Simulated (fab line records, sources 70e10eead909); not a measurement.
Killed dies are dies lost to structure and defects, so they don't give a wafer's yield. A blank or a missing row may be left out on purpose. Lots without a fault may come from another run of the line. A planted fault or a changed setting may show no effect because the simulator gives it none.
Chamber matching | flow nand_harc | NHARC_A_CHANNEL_FILL_D1_ETCHBACK_20 on rie_diel-07: 4 sister chambers
The step etches the open film in C4F8/O2/Ar, target depth 27 nm, time 13.5 s. 4 wafers are shown with their chamber, then 10 later ones without.

WAFERS WITH THEIR CHAMBER
wafer  | chamber | rf_vpp_V (V)
L086.5 | 0       | 970
L089.5 | 3       | 970
L091.1 | 2       | 978
L091.3 | 1       | 988

WAFERS WITHOUT THEIR CHAMBER
wafer  | rf_vpp_V (V)
L091.6 | 968
L093.1 | 977
L093.4 | 971
L093.6 | 969
L095.1 | 988
L095.4 | 978
L095.5 | 979
L096.2 | 978
L096.3 | 970
L096.5 | 971

WHICH CHAMBER EACH WENT THROUGH
wafer  | from the rows above     | in truth
L091.6 | can't be placed: 0 or 3 | 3
L093.1 | 2                       | 2
L093.4 | can't be placed: 0 or 3 | 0
L093.6 | can't be placed: 0 or 3 | 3
L095.1 | 1                       | 1
L095.4 | 2                       | 2
L095.5 | 2                       | 2
L096.2 | 2                       | 2
L096.3 | can't be placed: 0 or 3 | 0
L096.5 | can't be placed: 0 or 3 | 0
Placed correctly: 5 of 10. Can't be placed from these rows: 5 (the true chamber is among the candidates in 5). Placed wrongly: 0.
How it was worked out, from the rows above alone: a wafer's distance from a chamber is the root of the sum, over the readings, of the square of ((its reading less the chamber's mean) divided by the reading's scatter). The wafer belongs to the nearest chamber; if the next one is less than 2 further off, it can't be placed. A chamber's mean is the mean of its shown wafers. The scatter: with one shown wafer a chamber, the root of the mean of the squares of how far each hidden wafer lies from its nearest shown one.
